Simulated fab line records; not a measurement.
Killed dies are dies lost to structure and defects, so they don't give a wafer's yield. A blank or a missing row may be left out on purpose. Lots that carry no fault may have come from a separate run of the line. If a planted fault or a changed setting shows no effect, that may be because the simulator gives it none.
A lot that was struck, set against a sound lot / flow n5Finfet / 15 steps out of a route of 1938
Sound: the wafers L178.1, L178.2, L178.6. Struck: wafer L195.4. (L195.2, L195.6 of the same lot were not struck and are left out.) The cause comes at the end.
At each step with rows: each side's tool, then ch and its chambers, then its first start. Under that, the readings that differ: sound wafers / struck wafers / difference of the means / sigmas: that difference in standard deviations of wafers without a fault.
alike: a reading whose means differ by less than 2 such deviations, as well as words and numbers matching on both sides. not compared: withheld readings; readings where some wafer has no value; bounds like >300 that might hide an equal value; numbers whose values overlap and for which the record gives no deviation.
Wherever a step has rows on one side only, a row that says differs or no value, or a row with sigmas, the two part there. When numbers do not overlap yet have no deviation, they are printed without sigmas and do not part them. A reading missing from all wafers of one side parts the sides only when that side holds two or more wafers.

first, 8 steps without rows for these wafers: N5_SDB_COAT_03 (time 60 s, resist thk 100 nm); N5_SDB_COAT_04 (time 60 s, resist thk 18 nm); N5_SDB_COAT_05 (resist thk 90 nm); N5_SDB_EBR_07; N5_SDB_SOFTBAKE_06 (time 60 s); N5_SDB_EXPOSE_08 (exposes mask SDB); N5_SDB_PEB_09 (peb time 60 s); N5_SDB_DEVELOP_10 (develop time 30 s).
N5_SDB_CD_MEAS_11: target cd 50 nm.
  sound on cdSem-03 ch 0, day 3 18:12; struck on cdSem-01 ch 0, day 7 23:40
  alike: cdNm
N5_SDB_OVL_MEAS_12:
  sound on overlay-02 ch 0, day 3 18:14; struck on overlay-02 ch 0, day 7 23:41
  alike: SDB_OVL
N5_SDB_INSPECT_13: inspects for defects (brightfield).
  sound: defectInspect-01 at day 3 18:15; struck: defectInspect-01 at day 7 23:43
  alike: rawDefectCount
N5_SDB_DESCUM_16: chemistry O2, time 7.9 s.
  sound on rieDiel-02 ch 1,2,3, day 3 18:23; struck on rieDiel-03 ch 0, day 7 23:45
  alike: drypumpMotorCurrentA, oesProductAu, rfVppV, showerheadPlenumPTorr, throttleValvePct
  not compared: rfHoursCounterH
N5_SDB_ETCH_17: etches SiARC in CF4, target depth 23.4 nm, time 39 s.
  sound on rieDiel-02 ch 1,2,3, day 3 18:26; struck on rieDiel-03 ch 0, day 7 23:47
reading=etchRfOnTimeS (s); sound=38.8 39.2 39.6; struck=32.0; difference=-7.2; sigmas=-6
  alike: drypumpMotorCurrentA, oesProductAu, rfVppV, showerheadPlenumPTorr, throttleValvePct
  not compared: rfHoursCounterH
N5_SDB_ETCH_18: etches SOC in N2/H2, target depth 100 nm, overetch 20 nm, time 150 s.
  sound on rieDiel-02 ch 1,2,3, day 3 18:28; struck on rieDiel-03 ch 0, day 7 23:49
  alike: drypumpMotorCurrentA, n2FlowSccm, oesProductAu, rfVppV, showerheadPlenumPTorr, throttleValvePct
  not compared: rfHoursCounterH
N5_PASSIVATION_PROBE_49:
  rows exist in the record for the sound wafers here (prober-02, day 12 00:28), none for the struck ones

WHERE THEY PART
At N5_SDB_ETCH_17 first; at N5_PASSIVATION_PROBE_49 last (within this record only).

WHY: what had been put in by the simulator
rieDiel-03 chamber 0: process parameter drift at N5_SDB_ETCH_17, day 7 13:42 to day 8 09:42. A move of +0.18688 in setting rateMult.
